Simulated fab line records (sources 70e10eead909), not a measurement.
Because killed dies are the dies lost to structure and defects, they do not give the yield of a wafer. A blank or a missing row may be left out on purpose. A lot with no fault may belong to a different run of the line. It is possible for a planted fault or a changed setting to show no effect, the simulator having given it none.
Struck lot and sound lot, side by side -- flow nand-harc -- 16 steps out of a route of 1302
Sound: wafers L697.1, L697.2, L697.4. The struck wafers were L706.3, L706.5, L706.6. The cause is given at the end.
Order at every step that has rows: each side's tool, ch and its chambers, its first start. Under that, the readings that differ: sound wafers -- struck wafers -- difference of the means -- sigmas: that difference in standard deviations of wafers without a fault.
alike: readings whose means differ by less than 2 such deviations, and words and numbers that are the same on both sides. not compared: withheld readings, readings that some wafer has no value for, bounds like >300 that may hide the same value, and numbers for which the record gives no deviation and whose values overlap.
A row with sigmas, a row that says differs or no value, or rows on one side alone: a step with any of these is where the two part. Non-overlapping numbers with no deviation appear without sigmas and do not part them. A reading that every wafer of one side lacks parts them only if that side has two wafers or more.

NHARC_P_START_INSPECT_01:
  sound on defect-inspect-01, day 6 10:02; struck on defect-inspect-01, day 10 04:02
  alike: raw-defect-count
then, 10 steps without rows for these wafers: NHARC_P_ZERO_WELL_PRECLEAN_00 (cleans in SPM, time 600 s); NHARC_P_ZERO_WELL_SRD_01; NHARC_P_ZERO_WELL_PECVD_02 (deposits SiO2, target thk 10 nm); NHARC_P_ZERO_WELL_DEHYDRATE_03 (time 120 s); NHARC_P_ZERO_WELL_HMDS_04 (time 30 s); NHARC_P_ZERO_WELL_COAT_64 (time 65 s); NHARC_P_ZERO_WELL_COAT_05 (resist thk 600 nm); NHARC_P_ZERO_WELL_SOFTBAKE_06 (time 70 s); NHARC_P_ZERO_WELL_EBR_07; NHARC_P_ZERO_WELL_EXPOSE_08 (exposes mask P ZERO, target cd 500 nm).
NHARC_P_ZERO_WELL_PEB_09: peb time 80 s.
  sound on litho-track-05 ch 0, day 6 11:13; struck on litho-track-03 ch 0, day 10 05:02
reading,sound,struck,difference,sigmas
heater-power-total-W (W),190.2 189.2 190.9,247.2 247.5 245.7,+56.7,+71
then, 1 step without rows for these wafers: NHARC_P_ZERO_WELL_DEVELOP_10 (time 50 s).
NHARC_P_ZERO_WELL_CD_MEAS_11 targets a cd of 500 nm.
  sound on cd-sem-02 ch 0, day 6 11:19; struck on cd-sem-02 ch 0, day 10 05:07
reading,sound,struck,difference,sigmas
cd-nm (nm),502.2 503.3 499.1,484.0 481.5 481.1,-19.3,-13
then, 2 steps without rows for these wafers: NHARC_P_ZERO_WELL_HARDBAKE_12 (time 65 s); NHARC_END_SORT_01.

WHERE THEY PART
First at NHARC_P_ZERO_WELL_PEB_09; last, within this record, at NHARC_P_ZERO_WELL_CD_MEAS_11.

WHY: what had been put in by the simulator
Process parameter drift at NHARC_P_ZERO_WELL_PEB_09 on litho-track-03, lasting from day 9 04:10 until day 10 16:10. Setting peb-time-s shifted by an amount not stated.
